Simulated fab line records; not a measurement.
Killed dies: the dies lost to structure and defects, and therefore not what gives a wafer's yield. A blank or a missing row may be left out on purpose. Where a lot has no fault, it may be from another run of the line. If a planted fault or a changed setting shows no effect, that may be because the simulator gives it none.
Struck lot and sound lot, side by side | flow n5 finfet | 16 steps out of a route of 1938
Sound: these wafers, L838.2, L838.4, L838.6. Struck: wafer L846.2 (left out: L846.1, L846.6 of the same lot, which were not struck); the cause appears at the end.
Each step with rows lists, per side, the tool, then ch with its chambers, then its first start. Under that, the readings that differ: sound wafers | struck wafers | difference of the means | sigmas: that difference in standard deviations of wafers without a fault.
alike: a reading whose means differ by less than 2 such deviations, as well as words and numbers matching on both sides. not compared: withheld readings; readings where some wafer has no value; bounds like >300 that might hide an equal value; numbers whose values overlap and for which the record gives no deviation.
The two part at a step that has a row with sigmas, a row that says differs or no value, or rows on one side only. Numbers that have no deviation but don't overlap get no sigmas and don't part them. A reading missing from all wafers of one side parts the sides only when that side holds two or more wafers.

first, 1 step without rows for these wafers: N5_FIN_SAQP_ETCH_69 (etches SOC in N2/H2, stops on SiNx, target depth 150 nm).
N5_FIN_SAQP_ETCH_67: etches SiNx in CH3F/O2, target depth 30 nm.
  sound on rie diel-03 ch 0,2, day 3 00:26; struck on rie diel-02 ch 1, day 5 05:05
  alike: drypump motor current A, oes product au, rf vpp V, showerhead plenum p Torr, throttle valve pct
  not compared: rf hours counter h
N5_FIN_SAQP_STRIP_70: strips in N2/H2.
  sound on rie diel-03 ch 0,2, day 3 00:28; struck on rie diel-02 ch 1, day 5 05:07
  alike: drypump motor current A, oes product au, power w, rf vpp V, showerhead plenum p Torr, throttle valve pct
  not compared: rf hours counter h
then, 1 step without rows for these wafers: N5_FIN_SAQP_RECESS_71 (chemistry HF/NH3, target SiO2, target depth 3 nm, afs cycles 1, sublimation time 60 s).
N5_FIN_SAQP_SPACER2_ALD_28: deposits SiO2, target thk 8.1 nm, pulse time 1 s, purge time 2 s.
  sound on ald sin-02 ch 0,1, day 3 00:40; struck on ald sin-02 ch 2, day 5 05:26
  alike: heater power w, precursor pulse height rel
N5_FIN_SAQP_SPACER2_ETCHBACK_29: etches SiO2 in CHF3/O2, target depth 12.2 nm, time 6.1 s.
  sound on rie diel-02 ch 0,1, day 3 01:00; struck on rie diel-03 ch 0, day 5 05:46
  alike: drypump motor current A, oes product au, rf vpp V, showerhead plenum p Torr, throttle valve pct
  not compared: rf hours counter h
then, 1 step without rows for these wafers: N5_FIN_SAQP_MANDREL2_REMOVE_60 (chemistry HBr/Cl2/O2, target a-Si, stops on SiNx, bt time 10 s).
N5_FIN_SAQP_CD_MEAS_31 targets a cd of 8 nm.
  sound on cd sem-03 ch 0, day 3 01:12; struck on cd sem-03 ch 0, day 5 05:58
  alike: cd nm
then, 3 steps without rows for these wafers: N5_FIN_SAQP_HM_OPEN_33 (chemistry CH3F/O2, target SiNx, target depth 49.4 nm, time 70.6 s); N5_FIN_SAQP_ETCH_34 (etches SiO2 in C4F6/O2, target depth 45 nm, time 15 s); N5_FIN_SAQP_STRIP_77 (strips in N2/H2, time 90 s).
N5_FIN_SAQP_HM_CD_35 targets a cd of 8 nm.
  sound on cd sem-02 at day 3 01:28; struck on cd sem-01 at day 5 06:14
  reading    | sound          | struck | difference | sigmas
  cd nm (nm) | 8.09 8.55 8.04 | 7.48   | -0.75      | -3
N5_FIN_SAQP_ETCH_64: etches SiO2 in CF4, target depth 1.5 nm.
  sound on rie si-01 ch 0,2, day 3 01:31; struck on rie si-01 ch 3, day 5 06:17
  reading                  | sound             | struck | difference | sigmas
  oes product au (a.u.)    | 1.024 1.025 1.033 | 1.289  | +0.262     | +12
  model.etch.depth nm (nm) | 1.578 1.523 1.603 | 2.154  | +0.586     |
  alike: drypump motor current A, throttle valve pct
  not compared: rf hours counter h
N5_FIN_SAQP_FIN_ETCH_36: etches the open film in HBr/Cl2/O2, target depth 120 nm, time 50.4 s.
  sound on rie si-01 ch 0,2, day 3 01:32; struck on rie si-01 ch 3, day 5 06:18
  alike: drypump motor current A, oes product au, throttle valve pct
  not compared: rf hours counter h
-- here the record skips 9 days between the struck wafers' starts before and after, leaving off in module FIN_SAQP and picking up in module BEOL_M4 (first step shown: number 1111 of the route) --
N5_BEOL_M4_RC_MEAS_101:
  sound on prober-02 ch 0, day 8 18:12; struck on prober-01 ch 0, day 14 14:39
  alike: DIBL_N, DIBL_P, IOFF_N, IOFF_P, ION_N, ION_P, SS_N, SS_P, VT_N, VT_P
-- the record jumps here: 5 days lie between the struck wafers' starts before and after (it left off in module BEOL_M4 and takes up again in module PASSIVATION, whose first step shown is number 1936 of the route) --
N5_PASSIVATION_PROBE_49:
  sound on prober-01 at day 12 02:04; struck on prober-02 at day 19 10:09
  reading         | sound | struck | difference | sigmas
  killed at other | 9 9 9 | 2      | -7         | -2
  alike: defect limited yield, killed_at_M0_to_M3, killed_at_M4_up, killed at contacts, killed at front end, killed dies, killed open, killed short, sort_bin_5_function, sort_bin_6_memory, sort n pass, sort yield pct

## WHERE THEY PART
Earliest at N5_FIN_SAQP_HM_CD_35; latest, in this record, at N5_PASSIVATION_PROBE_49.

WHY: what the simulator had put in
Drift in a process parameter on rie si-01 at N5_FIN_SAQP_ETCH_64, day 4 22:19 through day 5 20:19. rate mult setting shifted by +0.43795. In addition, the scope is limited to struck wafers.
